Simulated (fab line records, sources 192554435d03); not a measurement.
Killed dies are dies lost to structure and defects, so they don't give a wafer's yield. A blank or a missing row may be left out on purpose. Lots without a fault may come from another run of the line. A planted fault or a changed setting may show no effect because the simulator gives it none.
fab line records | flow n5_finfet
record lots=5 wafers=12 last_day=17
route steps=1938 shown MOL_CONTACT_COAG@542 BEOL_M4@1111 PASSIVATION@1936
lots that met no fault: from a run of the same line without faults
start_h: hours from the record's first day to the start of the lot's first wafer shown | wait_h: hours since the lot's step before | " the same as in the row above | L1.1+2: a row that stands for several wafers | - no value, or no start given | * or withheld: withheld | < > ~ a bound
route shown NAME@n: a module of which the file shows steps, and the number in the route of the first | usual: mean/standard deviation of fault-free wafers | same: alike in all rows | chamber/n: place in a boat | sites: the reading at each site | _std_site: their standard deviation | _edge_site: outer sites' mean less inner sites' | radius_mm: how far each site lies from the wafer's centre | mask NAME#n: copy n | behind: the tool/chamber that last shaped the wafer | hold: why the lot was held/for how many hours/how that ended | device: the transistor (n, p or np) that didn't switch | end of line: the same wafers' tests at the end of the route | a step without rows: its recipe alone | killed: dies lost to structure and defects at the first sort, not the wafer's yield | map: a wafer's dies, x killed, . not, _ none there
set.NAME: the setting as run; set.NAME@STEP: as run at that earlier step | model.NAME: the simulator's own value behind a step, which no gauge read
lots at some steps of the route; a table a step, a row a wafer
services: from which hour (start_h, from the record's first day; less than 0 if before it) a tool's chamber was out of use, for how many hours, and why
## steps
# step N5_MOL_CONTACT_COAG_PRECLEAN_111
# recipe chemistry=NF3:NH3 afs_cycles=1 temp_c=30 time_s=20 sublimation_temp_c=180 sublimation_time_s=60 pressure_torr=3 rf_power_w=30
# step N5_MOL_CONTACT_COAG_TI_SIL_19
# recipe material=Ti target_thk_a=42 temp_c=200 chamber_pressure_pa=5 power_w=5000 time_s=15
# step N5_MOL_CONTACT_COAG_ALD_20
# recipe material=TiN target_thk_a=15 temp_c=400 ald_precursor_family=TiCl4 ald_co_reactant=NH3 pulse_time_s=1 purge_time_s=3 co_reactant_purge_time_s=2 co_reactant_pulse_time_s=2 ald_cycles=68 pressure_torr=3
# step N5_MOL_CONTACT_COAG_SIL_ANNEAL_21
# recipe temp_c=550 time_s=60 ambient=N2
# step N5_MOL_CONTACT_COAG_PRE_CLEAN_141
# recipe gas=H2/He time_s=60 temp_c=300
# step N5_MOL_CONTACT_COAG_SPUTTER_143
# recipe material=Co target_thk_a=25 temp_c=25 chamber_pressure_pa=0.2
# step N5_MOL_CONTACT_COAG_CO_FILL_22
# recipe material=Co target_thk_a=200 temp_c=200 precursor=CCTBA/H2 pressure_torr=30
# step N5_MOL_CONTACT_COAG_ANNEAL_113
# recipe temp_c=400 time_s=300 ambient=H2/N2
# step N5_MOL_CONTACT_COAG_PRE_CLEAN_142
# recipe gas=H2/He time_s=60 temp_c=300
# step N5_MOL_CONTACT_COAG_SPUTTER_130
# recipe material=Co target_thk_a=475 temp_c=25 chamber_pressure_pa=0.5 power_w=3000
# step N5_MOL_CONTACT_COAG_PRECLEAN_125
# recipe chemistry=DIW time_s=57.5 temp_c=23
# step N5_MOL_CONTACT_COAG_SRD_126
# recipe dry_time_s=32 dry=n2_spin spin_rpm=1500
# step N5_MOL_CONTACT_COAG_CMP_23
# recipe stop_on=SiO2 t_overpolish_s=1.5 post_cmp_clean=cu_alkaline down_force_psi=2 platen_rpm=50.289 pad_velocity_m_s=1.0006 target_thk_nm=0
# usual head_pressure_psi=2.000/0.0043 motor_current_A=8.0/0.66 overpolish_run_s=1.500/0.0088 slurry_filter_dp_kPa=13.51/0.13 slurry_flow_ml_min=150.0/0.49 time_to_endpoint_s=9.5/1.8
# same t_overpolish_s=1.5
# columns lot.wafer tool chamber start_h wait_h head_pressure_psi motor_current_A overpolish_run_s slurry_filter_dp_kPa slurry_flow_ml_min time_to_endpoint_s model.SiNx_of_GATE_CUT_SAC_CAP_01.thk_nm
L114.4 cmp-01 1 129.20 0.0 2.001 9.2 1.499 13.62 150.5 9.3 18.2
L114.3 " 3 " " 1.993 7.1 1.485 13.42 149.3 5.7 18.2
L114.5 " 2 " " 2.000 7.6 1.511 13.66 150.5 12.4 18.2
L119.4 cmp-01 3 169.14 0.1 1.995 6.8 1.484 13.44 149.9 10.7 18.4
L119.6 " 2 " " 2.005 7.8 1.486 13.44 149.3 20.7 19.4
L123.4 cmp-01 1 184.40 0.1 1.994 8.5 1.500 13.53 150.0 9.0 18.4
L123.6 " 3 " " 2.002 7.1 1.519 13.63 151.5 19.2 19.2
L124.2 cmp-01 0 188.17 0.1 1.997 7.5 1.498 13.60 149.5 8.1 18.2
L124.6 " 1 " " 1.995 8.4 1.501 13.35 150.0 16.4 19.4
L127.2 cmp-04 3 208.51 0.0 2.002 8.0 1.492 13.64 150.5 8.3 18.2
L127.4 " 1 " " 1.993 8.0 1.518 13.56 150.0 6.5 18.2
L127.1 " 2 " " 2.007 8.7 1.506 13.14 149.9 7.9 18.2
# step N5_MOL_CONTACT_COAG_WET_ETCH_26
# recipe target=Co target_depth_nm=13
# step N5_MOL_CONTACT_COAG_WET_ETCH_116
# recipe chemistry=SC1-inhibited target_depth_nm=4.6 dry=ipa_marangoni rinse_time_s=30 rinse_temp_c=23
# step N5_MOL_CONTACT_COAG_ALD_27
# recipe material=SiOC target_thk_a=170 temp_c=400 ald_precursor_family=carbosiloxane ald_co_reactant=H2-plasma pulse_time_s=1.5 time_s=2720 purge_time_s=2 co_reactant_purge_time_s=2 ald_cycles=340 pressure_torr=2
# step N5_MOL_CONTACT_COAG_CMP_28
# recipe stop_on=SiNx t_overpolish_s=0.85 post_cmp_clean=alkaline_brush down_force_psi=4.15 platen_rpm=51.8 pad_velocity_m_s=1.0307 target_thk_nm=14.522
# usual head_pressure_psi=4.150/0.0079 motor_current_A=12.3/1.1 slurry_filter_dp_kPa=13.48/0.14 slurry_flow_ml_min=150.0/0.46
# columns lot.wafer tool chamber start_h wait_h head_pressure_psi motor_current_A slurry_filter_dp_kPa slurry_flow_ml_min model.SiNx_of_GATE_CUT_SAC_CAP_01.thk_nm
L114.3 cmp-01 2 131.63 0.8 4.144 12.1 13.61 150.9 17.8
L114.4 " 3 " " 4.157 9.7 13.45 149.1 17.8
L114.5 " 2 " " 4.154 12.6 13.55 150.6 17.8
L119.4 cmp-01 3 171.50 0.8 4.134 10.3 13.42 150.2 18
L119.6 " 3 " " 4.135 10.2 13.36 150.7 19
L123.4 cmp-01 0 186.82 0.9 4.168 11.5 13.61 150.2 18
L123.6 " 1 " " 4.143 13.7 13.23 151.0 18.8
L124.2 cmp-02 0 192.05 0.8 4.155 11.7 13.61 150.7 17.8
L124.6 " 0 " " 4.151 11.7 13.41 150.3 19
L127.2 cmp-01 3 210.90 0.8 4.138 10.8 13.50 150.2 17.8
L127.1 " 1 " " 4.136 13.1 13.70 149.0 18
L127.4 " 2 " " 4.150 11.7 13.45 150.9 17.8
# step N5_MOL_CONTACT_COAG_THK_MEAS_29
# recipe reads=SiNx_of_GATE_CUT_PECVD_57+SiNx_of_GATE_CUT_SAC_CAP_01
# usual MD_CAP_THK=17.91/0.072
# columns lot.wafer tool chamber start_h wait_h MD_CAP_THK[nm]
L114.3 film_metro-01 - 131.89 - 17.87
L114.4 " - " " 17.84
L114.5 " - " " 17.79
L119.4 film_metro-01 - 171.75 - 18.01
L119.6 " - " " 19.04
L123.4 film_metro-01 - 187.01 - 17.98
L123.6 " - " " 18.89
L124.2 film_metro-02 - 192.31 - 17.89
L124.6 " - " " 18.98
L127.1 film_metro-01 - 211.19 - 17.88
L127.2 " - " " 17.86
L127.4 " - " " 17.89
# step N5_MOL_CONTACT_COAG_ALD_123
# recipe material=SiNx target_thk_a=50 temp_c=400 ald_precursor_family=SiH2I2 ald_co_reactant=N2/H2-plasma pulse_time_s=1 purge_time_s=2 co_reactant_purge_time_s=2 ald_cycles=100 pressure_torr=2
# step N5_MOL_CONTACT_COAG_PECVD_31
# recipe material=SiO2 target_thk_a=460 temp_c=400 precursor=TEOS/O2 pressure_torr=6.5 rf_w=withheld teos_flow_sccm=withheld gas=O2 flow_sccm=2650 time_s=8.9
# step N5_MOL_CONTACT_COAG_COAT_75
# recipe resist=SOC temp_c=250 time_s=60 spin_rpm=1500 resist_thk_nm=60
# step N5_MOL_CONTACT_COAG_COAT_76
# recipe resist=SiARC temp_c=220 time_s=60 spin_rpm=1500 resist_thk_nm=10
# step N5_MOL_CONTACT_COAG_COAT_77
# recipe resist=underlayer temp_c=205 time_s=60 spin_rpm=1500 resist_thk_nm=10
# step N5_MOL_CONTACT_COAG_COAT_78
# recipe resist=CAR-EUV spin_rpm=1500 resist_thk_nm=40
# step N5_MOL_CONTACT_COAG_EBR_80
# recipe solvent=PGMEA ebr_width_mm=1.5
# step N5_MOL_CONTACT_COAG_SOFTBAKE_79
# recipe temp_c=110 time_s=60 resist=CAR-EUV
# step N5_MOL_CONTACT_COAG_EXPOSE_81
# recipe mask_id=VG na=0.33 source_shape=annular sigma_inner=0.3 sigma_outer=0.7 polarization=unpolarized defocus_nm=0 dose_mj=59.5
# step N5_MOL_CONTACT_COAG_PEB_82
# recipe peb_temp_c=100 peb_time_s=60 resist=CAR-EUV
# step N5_MOL_CONTACT_COAG_DEVELOP_83
# recipe develop_time_s=30 developer=TMAH resist=CAR-EUV rinse_liquid=surfactant_rinse dry=air_spin dev_temp_c=23
# step N5_MOL_CONTACT_COAG_DESCUM_88
# recipe chemistry=O2 time_s=7 source_power_w=50 bias_power_w=20 pressure_mtorr=20 rf_frequency_hz=2.712e+07 temp_c=40 resist=CAR-EUV o2_flow_sccm=225
# step N5_MOL_CONTACT_COAG_ETCH_89
# recipe chemistry=N2/H2 target=underlayer target_depth_a=130 mask_material=CAR-EUV time_s=10.4 ion_energy_ev=200 pressure_mtorr=30 source_w=840 bias_w=150 n2_flow_sccm=200 h2_flow_sccm=200 ends=cleared
# step N5_MOL_CONTACT_COAG_ETCH_90
# recipe chemistry=CF4 target=SiARC target_depth_a=130 mask_material=CAR-EUV time_s=21.7 ion_energy_ev=80 pressure_mtorr=40 source_w=545 bias_w=36 Ar_flow_sccm=100 cf4_flow_sccm=100 ends=cleared
# step N5_MOL_CONTACT_COAG_ALD_131
# recipe material=SiO2 target_thk_a=50 temp_c=100 ald_precursor_family=BDEAS ald_co_reactant=O2-plasma pulse_time_s=1 co_reactant_pulse_time_s=1 purge_time_s=2 co_reactant_purge_time_s=2 ald_cycles=35 pressure_torr=2
# step N5_MOL_CONTACT_COAG_ETCHBACK_132
# recipe chemistry=CHF3 target=SiO2 target_depth_a=100 time_s=6.7 ion_energy_ev=200 pressure_mtorr=30 source_w=610 bias_w=170 Ar_flow_sccm=200 CHF3_flow_sccm=50
# step N5_MOL_CONTACT_COAG_ETCH_91
# recipe chemistry=N2/H2 target=SOC target_depth_a=600 overetch_a=210 mask_material=SiARC temp_c=40 time_s=101.2 ion_energy_ev=200 pressure_mtorr=30 source_w=840 bias_w=150 n2_flow_sccm=200 h2_flow_sccm=200
# step N5_MOL_CONTACT_COAG_STRIP_92
# recipe chemistry=N2/H2 temp_c=40 n2_flow_sccm=200 h2_flow_sccm=200 rf_frequency_hz=6e+07
# step N5_MOL_CONTACT_COAG_STRIP_93
# recipe chemistry=N2/H2 temp_c=40 n2_flow_sccm=200 h2_flow_sccm=200 rf_frequency_hz=6e+07
# step N5_MOL_CONTACT_COAG_ETCH_47
# recipe chemistry=CH3F/O2 target=SiNx target_depth_a=270 mask_material=SiO2 stop_on=W over_etch_frac=0.2 ion_energy_ev=120 endpoint=OES-CN pressure_mtorr=30 source_w=395 bias_w=73 Ar_flow_sccm=150 CH3F_flow_sccm=30 O2_flow_sccm=20 ends=end_point
# usual drypump_motor_current_A=5.9/0.36 etch_rf_on_time_s=31.1/0.42 oes_ar_750_au=0.79/0.076 oes_product_au=0.71/0.07 rf_vpp_V=298.4/2.3 showerhead_plenum_p_Torr=2.03/0.094 throttle_valve_pct=16.27/0.17
# columns lot.wafer tool chamber start_h wait_h drypump_motor_current_A etch_rf_on_time_s oes_ar_750_au oes_product_au rf_hours_counter_h rf_vpp_V showerhead_plenum_p_Torr throttle_valve_pct model.etch.t_clear_s model.MOL_CONTACT_COAG.feature_depth_nm model.etch.depth_nm
L114.3 rie_diel-04 1 134.42 0.0 6.1 31.2 0.74 0.66 195 293.9 1.90 16.23 26.02 18.4 17.87
L114.4 " 3 " " 6.0 30.5 0.74 0.66 185 300.5 1.98 16.22 25.44 18.4 17.9
L114.5 " 0 " " 6.4 30.1 0.91 0.82 - 296.6 2.13 16.03 25.09 18.4 17.79
L119.4 rie_diel-05 2 174.15 0.0 5.8 31.2 0.92 0.83 10 302.7 2.14 16.20 26 18.6 18.01
L119.6 " 0 " " 5.5 33.4 0.77 0.68 - 301.4 2.08 16.19 27.84 19.6 19.01
L123.4 rie_diel-02 1 191.61 0.0 5.5 31.1 0.82 0.73 85 302.1 2.11 16.30 25.91 18.6 17.98
L123.6 " 2 " " 6.4 32.9 0.67 0.60 - 301.3 1.96 16.54 27.39 19.6 18.88
L124.2 rie_diel-04 3 194.39 0.0 6.0 30.7 0.72 0.65 205 300.6 1.97 16.26 25.62 18.4 17.85
L124.6 " 2 " " 6.1 32.6 0.85 0.77 - 297.0 1.95 16.46 27.21 19.6 18.98
L127.1 rie_diel-02 3 213.13 0.0 5.9 32.2 0.73 0.64 200 297.9 2.06 16.19 26.83 18.4 17.92
L127.2 " 0 " " 5.3 30.8 0.83 0.75 51 299.6 2.12 16.06 25.68 18.4 17.83
L127.4 " 1 " " 5.5 31.5 0.80 0.71 - 300.4 2.11 16.31 26.26 18.4 17.88
# step N5_BEOL_M4_RC_MEAS_101
# usual DIBL_N=35.9/1.3 DIBL_P=35.9/1.5 IOFF_N=0.152/0.023 IOFF_P=0.204/0.027 ION_N=673/9.2 ION_P=462/6.7 SS_N=71.4/0.48 SS_P=73.2/0.55 VT_N=250.3/2.6 VT_P=-250.6/3
# columns lot.wafer tool chamber start_h wait_h DIBL_N[mV/V] DIBL_P[mV/V] IOFF_N[nA/um] IOFF_P[nA/um] ION_N[uA/um] ION_P[uA/um] SS_N[mV/dec] SS_P[mV/dec] VT_N[mV] VT_P[mV]
L114.3 prober-02 0 231.18 0.3 35.4 34.6 0.131 0.205 656 458 71.9 73.1 250.6 -250.5
L114.4 " 0 " " 37.0 36.0 0.162 0.232 660 457 71.7 73.6 250.2 -247.1
L114.5 " 0 " " 37.2 36.7 0.159 0.238 677 466 71.5 73.3 252.4 -249.9
L119.4 prober-01 0 266.74 0.5 35.0 36.1 0.152 0.216 673 467 71.4 73.4 247.4 -249.7
L119.6 " 0 " " 35.8 36.4 0.160 0.222 671 462 71.1 73.5 251.2 -248.6
L124.2 prober-02 0 276.80 0.2 36.6 36.6 0.162 0.221 684 465 71.2 73.7 247.5 -249.8
L124.6 " 0 " " 35.9 35.9 0.141 0.203 673 461 71.3 72.8 250.7 -249.1
L123.4 prober-02 0 278.56 0.5 37.0 34.8 0.124 0.166 653 452 71.4 73.6 254.0 -252.9
L123.6 " 0 " " 38.0 35.9 0.144 0.185 665 457 71.1 72.6 250.3 -252.9
L127.1 prober-01 0 305.26 0.0 35.4 35.3 0.154 0.214 675 465 71.7 73.1 248.0 -249.2
L127.2 " 0 " " 36.3 36.9 0.172 0.224 682 472 72.2 73.2 248.7 -248.2
L127.4 " 0 " " 35.1 35.6 0.152 0.211 676 466 71.2 73.2 249.4 -248.7
# step N5_PASSIVATION_PROBE_49
# usual defect_limited_yield=91.0/1.5 killed_at_M0_to_M3=37/12 killed_at_M4_up=13/5 killed_at_contacts=13/6.1 killed_at_front_end=39/11 killed_at_other=4/3.2 killed_dies=106/17 killed_open=69/12 killed_short=35/7.9 sort_bin_5_function=5.3/1 sort_bin_6_memory=3.3/0.68 sort_n_pass=1074/17 sort_yield_pct=91.0/1.5
# same gross_dies=1180 killed_at_back_side=0 sort_bin_4_leakage[%]=0 sort_bin_8_speed[%]=0
# columns lot.wafer tool chamber start_h wait_h defect_limited_yield[%] killed_at_M0_to_M3 killed_at_M4_up killed_at_contacts killed_at_front_end killed_at_other killed_dies killed_open killed_short sort_bin_5_function[%] sort_bin_6_memory[%] sort_n_pass sort_yield_pct[%]
L114.3 prober-01 - 335.41 0.1 89.7 69 23 11 17 1 121 76 44 6.4 3.5 1059 89.7
L114.4 prober-01 - 335.46 0.2 90.6 60 14 9 25 3 111 66 39 6.1 2.9 1069 90.6
L114.5 prober-01 - 335.51 0.2 90.0 50 19 8 39 2 118 72 45 5.3 4.3 1062 90.0
# killed by level:class
L114.3 BEOL_M0_SAQP:geometric_particle:open=24 BEOL_M0_SAQP:geometric_particle:short=24 BEOL_M4:geometric_particle:open=14 MOL_CONTACT_COAG:geometric_particle:open=8 BEOL_M2:geometric_particle:open=6 STI_FIN_REVEAL:geometric_particle:open=4 BEOL_M2:geometric_particle:short=4 BEOL_M3:geometric_particle:short=4
L114.4 BEOL_M0_SAQP:geometric_particle:open=20 BEOL_M0_SAQP:geometric_particle:short=16 BEOL_M3:geometric_particle:open=9 BEOL_M2:geometric_particle:open=8 BEOL_M4:geometric_particle:open=8 GATE_CUT:geometric_particle:short=6 MOL_CONTACT_COAG:geometric_particle:open=5 MOL_CONTACT_COAG:geometric_particle:short=4
L114.5 BEOL_M0_SAQP:geometric_particle:short=22 BEOL_M0_SAQP:geometric_particle:open=15 STI_FIN_REVEAL:geometric_particle:open=12 BEOL_M4:geometric_particle:open=7 GATE_CUT:geometric_particle:open=6 MOL_CONTACT_COAG:geometric_particle:open=6 BEOL_M4:geometric_particle:short=5 STARTING-WAFER:geometric_particle:open=4
## services
# columns tool chamber start_h hours kind
rie_diel-05 2 108.52 - clean
rie_diel-05 2 108.52 - consumable_replace:focus_ring
rie_diel-05 2 108.52 - consumable_replace:showerhead
rie_diel-05 2 108.52 29.3 scheduled_down
rie_diel-05 2 108.52 29.3 vent_cycle
rie_diel-02 2 113.74 6.6 repair
cmp-01 - 122.00 5.7 pm
cmp-04 - 136.09 0.9 repair
cmp-02 - 139.93 1.2 repair
cmp-02 - 149.79 7.9 repair
cmp-02 - 182.65 1.8 repair
cmp-04 - 192.98 3.4 pm
rie_diel-02 2 193.76 - clean
rie_diel-02 2 193.76 - consumable_replace:focus_ring
rie_diel-02 2 193.76 21.7 scheduled_down
rie_diel-02 2 193.76 21.7 vent_cycle
cmp-01 - 195.17 1.2 repair
cmp-02 - 197.24 7.9 pm
## key
first_sign step=N5_MOL_CONTACT_COAG_CMP_23 reading=time_to_endpoint_s direction=up sigmas=5.3 usual=* struck=*
effect step=N5_MOL_CONTACT_COAG_THK_MEAS_29 reading=MD_CAP_THK direction=up sigmas=15 usual=17.91 struck=18.97
effect step=N5_MOL_CONTACT_COAG_ETCH_47 reading=etch_rf_on_time_s direction=up sigmas=4.3 usual=* struck=*
model_effect step=N5_MOL_CONTACT_COAG_CMP_23 value=SiNx_of_GATE_CUT_SAC_CAP_01.thk_nm without=18.33 struck=19.33
model_effect step=N5_MOL_CONTACT_COAG_CMP_28 value=SiNx_of_GATE_CUT_SAC_CAP_01.thk_nm without=17.93 struck=18.93
model_effect step=N5_MOL_CONTACT_COAG_ETCH_47 value=etch.t_clear_s without=26.01 struck=27.48
met_at N5_MOL_CONTACT_COAG_CMP_23
struck_wafers L119.6,L123.6,L124.6
onset_between 129.20 169.14
fault kind=process_parameter_drift tool=cmp-01 chamber=- onset_h=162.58 steps=N5_MOL_CONTACT_COAG_CMP_23 channel=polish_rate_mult offset=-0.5 shape=step end_h=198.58 scope=struck_wafers_only
